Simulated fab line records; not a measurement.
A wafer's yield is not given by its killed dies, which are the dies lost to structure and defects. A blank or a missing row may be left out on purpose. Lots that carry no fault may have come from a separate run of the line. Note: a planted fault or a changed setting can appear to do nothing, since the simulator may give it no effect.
Problem report, 8D (eight disciplines) form, completed by code -- flow n5-finfet -- the parts of the form that need people (team, actions taken, sign-off) are left out

1. PROBLEM STATEMENT
Across 6 wafers from 2 lots, M0_ABLK_OVL at N5_BEOL_M0_CUTY_OVL_MEAS_58 averages 7.6 nm, while fault-free wafers read -0.3 nm with a standard deviation of 0.88. Relative to the usual mean, that is a shift of +9.0 standard deviations.
Seen first at day 9 05:17 on overlay-01, wafer L876.1. The record holds 27 wafers of 9 lots with a number at this step. Rule for "out", or "out of limits": more than 4 standard deviations from the usual mean. All remaining wafers that have a number are taken as sound.

2. WHAT IT IS, WHAT IT ISN'T
question,is,is not
which readings at this step,M0_ABLK_OVL,-
which lots,"L876, L879","L864, L866, L873, L883, L884, L885, L887"
which wafers of those lots,all that have a number,-
read on which gauges,overlay-01,overlay-02
when,from day 9 05:17,"up to then (9 sound wafers); but 12 sound wafers of L883, L884, L885, L887 came after"

3. THE SUSPECTS, EACH WITH WHAT RULES IT OUT
Counting: any tool at a process step up to the reading is kept as a suspect provided that every lot that is out went through it and no sound lot did after the first of them.
- the gauge at N5_BEOL_M0_CUTY_OVL_MEAS_58: kept. All the wafers that are out were read on overlay-01, and no step on other tools shows them out.
- arfi-scanner-02 at N5_BEOL_M0_CUTY_EXPOSE_54 (exposes mask M0 ABLK): kept. It processed each lot that is out, first L876 at day 9 05:08, and no sound lot thereafter; up to then, the last sound lot it processed was L873 at day 8 01:47.
Remaining after the count are arfi-scanner-02 at N5_BEOL_M0_CUTY_EXPOSE_54 and overlay-01 at N5_BEOL_M0_CUTY_OVL_MEAS_58.

4. THE CAUSE (what the simulator had put in)
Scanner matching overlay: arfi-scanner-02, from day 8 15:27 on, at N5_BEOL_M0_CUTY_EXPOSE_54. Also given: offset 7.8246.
After counting, 2 suspects remain, this tool included.

5. THE CHAIN OF EFFECTS, in route order
One row per reading whose mean, taken over the struck wafers that have a number, lies over 3 standard deviations from the usual. Scope: only readings with a usual standard deviation given in the record; hours: median across lots of the time from each lot's start at the first step in this table that gives one to its start at this step; sigmas: change in usual standard deviations.
hours,step,reading,usual,on struck wafers,change,sigmas
0,N5_BEOL_M0_CUTY_OVL_MEAS_58,M0_ABLK_OVL,-0.3 nm,7.6,+7.9,+9.0
Later measuring or inspecting steps at which every struck wafer that the step has a row for has a number for every such reading, and none has moved that far: N5_BEOL_M4_RC_MEAS_101.

6. HOW IT WOULD HAVE BEEN CAUGHT EARLIER
Counted from the fault's start at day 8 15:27, it took 14 hours until the first out-of-limits reading at a measuring or inspecting step in this record, taken at day 9 05:17.
L879, from the lots that are out (2), started N5_BEOL_M0_CUTY_EXPOSE_54 on arfi-scanner-02 later than day 9 05:17. Holding the tool at that time would have saved it.
